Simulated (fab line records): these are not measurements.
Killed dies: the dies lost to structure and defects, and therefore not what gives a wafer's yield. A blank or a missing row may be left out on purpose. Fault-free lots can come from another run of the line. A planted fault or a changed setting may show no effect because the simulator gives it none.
Struck lot and sound lot, side by side    flow nand_harc    25 steps out of a route of 1302
Sound: wafers L914.3, L914.4, L914.5. The struck wafers were L922.1, L922.4, L922.6. The cause is given at the end.
For every step that has rows: the tool of each side, followed by ch and its chambers, followed by its first start. Under that, the readings that differ: sound wafers    struck wafers    difference of the means    sigmas: that difference in standard deviations of wafers without a fault.
alike: a reading whose means differ by less than 2 such deviations, as well as words and numbers matching on both sides. not compared: withheld readings; readings where some wafer has no value; bounds like >300 that might hide an equal value; numbers whose values overlap and for which the record gives no deviation.
A row with sigmas, a row that says differs or no value, or rows on one side alone: a step with any of these is where the two part. Numbers that have no deviation but don't overlap get no sigmas and don't part them. Lack of a reading on every wafer of one side parts them only where that side has two or more wafers.

NHARC_P_CONTACT_DEP_30: deposits SiNx, target thk 30 nm.
  sound on pecvd-02 ch 0,1,2, day 7 07:17; struck on pecvd-04 ch 0,1, day 10 16:39
  alike: heater_power_outer_w, heater_power_w
NHARC_P_CONTACT_DEP_00: deposits SiO2, target thk 500 nm.
  sound: pecvd-02 ch 0,1,2; struck: pecvd-04 ch 0,1
  alike: heater_power_outer_w, heater_power_w, throttle_valve_pct
then, 9 steps without rows for these wafers: NHARC_P_CONTACT_CMP_01 (polishes SiO2, target thk 200 nm); NHARC_P_CONTACT_SRD_03; NHARC_P_CONTACT_DEHYDRATE_04 (time 120 s); NHARC_P_CONTACT_HMDS_05 (time 30 s); NHARC_P_CONTACT_COAT_33 (time 75 s); NHARC_P_CONTACT_COAT_34 (time 65 s); NHARC_P_CONTACT_COAT_06 (resist thk 90 nm); NHARC_P_CONTACT_SOFTBAKE_07 (time 55 s); NHARC_P_CONTACT_EBR_08.
NHARC_P_CONTACT_EXPOSE_09: exposes mask P CA, target cd 90 nm.
  sound on arfi_scanner-02 ch 0, day 7 08:37; struck on arfi_scanner-02 ch 0, day 10 17:55
reading  sound                 struck                         difference  sigmas
mask     P_CA#0 P_CA#0 P_CA#0  P_CA_R1#0 P_CA_R1#0 P_CA_R1#0  differs     
  alike: exposure_dose_mJ_cm2, focus_offset_nm
then, 2 steps without rows for these wafers: NHARC_P_CONTACT_PEB_10 (peb time 65 s); NHARC_P_CONTACT_DEVELOP_11 (develop time 35 s).
NHARC_P_CONTACT_CD_MEAS_12: target cd 90 nm.
  sound on cd_sem-02 ch 0, day 7 08:46; struck on cd_sem-03 ch 0, day 10 18:03
reading     sound           struck          difference  sigmas
cd_nm (nm)  90.1 90.7 90.7  97.3 97.0 97.2  +6.7        +11
NHARC_P_CONTACT_OVL_MEAS_13:
  sound on overlay-02, day 7 08:50; struck on overlay-01, day 10 18:08
reading            sound        struck          difference  sigmas
overlay_x_nm (nm)  0.9 1.2 1.2  -1.1 -0.9 -1.7  -2.3        -3
  alike: overlay_y_nm
NHARC_P_CONTACT_INSPECT_14:
  sound on defect_inspect-02, day 7 08:53; struck on defect_inspect-02, day 10 18:11
reading           sound   struck  difference  sigmas
raw_defect_count  6 7 10  2 1 1   -6          -3
NHARC_P_CONTACT_DESCUM_17: chemistry O2, time 3 s.
  sound on rie_diel-07 ch 0,1,3, day 7 08:57; struck on rie_diel-12 ch 1,2,3, day 10 18:15
reading                     sound              struck             difference  sigmas
model.P_CONTACT.cd_nm (nm)  90.44 90.65 90.62  96.53 96.39 96.93  +6.05       
  alike: drypump_motor_current_A, oes_product_au, rf_vpp_V, showerhead_plenum_p_Torr, throttle_valve_pct
  not compared: rf_hours_counter_h
then, 1 step without rows for these wafers: NHARC_P_CONTACT_ETCH_35 (etches the open film in CF4, target depth 39 nm, time 65 s).
NHARC_P_CONTACT_ETCH_36: etches the open film in N2/H2, target depth 260 nm, time 406.25 s.
  sound: rie_diel-07 ch 0,3; struck: rie_diel-12 ch 2,3
  alike: bias_w, drypump_motor_current_A, oes_product_au, rf_vpp_V, showerhead_plenum_p_Torr, throttle_valve_pct
  not compared: rf_hours_counter_h
NHARC_P_CONTACT_ETCH_18: etches the open film in C4F8/O2/Ar, target depth 481 nm, time 240.5 s.
  sound: rie_diel-07 ch 0,1,3; struck: rie_diel-12 ch 1,2
  alike: bias_w, oes_product_au, rf_vpp_V
  not compared: rf_hours_counter_h
then, 1 step without rows for these wafers: NHARC_P_CONTACT_STRIP_37 (strips in C4F8/O2/Ar).
NHARC_P_CONTACT_ETCH_31: etches the open film in CH3F/O2, target depth 30 nm, time 85.7 s.
  sound: rie_diel-07 ch 0,1,3; struck: rie_diel-12 ch 1,2
reading                     sound              struck             difference  sigmas
rf_vpp_V (V)                246.3 247.3 247.7  245.5 243.8 242.8  -3.1        -2
model.P_CONTACT.cd_nm (nm)  90.94 90.24 90.59  94.92 95.52 95.64  +4.77       
  alike: bias_w, drypump_motor_current_A, oes_product_au, showerhead_plenum_p_Torr, throttle_valve_pct
  not compared: rf_hours_counter_h
NHARC_P_CONTACT_CD_MEAS_19:
  sound on cd_sem-02, day 7 09:58; struck on cd_sem-01, day 10 19:07
reading     sound           struck          difference  sigmas
cd_nm (nm)  90.9 90.2 90.6  95.0 95.4 95.5  +4.7        +3
NHARC_P_CONTACT_STRIP_28: strips in O2.
  sound on rie_diel-02 ch 2,3, day 7 10:02; struck on rie_diel-07 ch 0,1,2, day 10 19:12
reading                 sound                 struck                difference  sigmas
throttle_valve_pct (%)  17.029 17.023 17.032  17.053 17.038 17.053  +0.020      +2
  alike: drypump_motor_current_A, oes_product_au, rf_vpp_V, showerhead_plenum_p_Torr
  not compared: rf_hours_counter_h

== WHERE THEY PART ==
At NHARC_P_CONTACT_EXPOSE_09 first; at NHARC_P_CONTACT_STRIP_28 last (within this record only).

WHY: whatever the simulator had introduced
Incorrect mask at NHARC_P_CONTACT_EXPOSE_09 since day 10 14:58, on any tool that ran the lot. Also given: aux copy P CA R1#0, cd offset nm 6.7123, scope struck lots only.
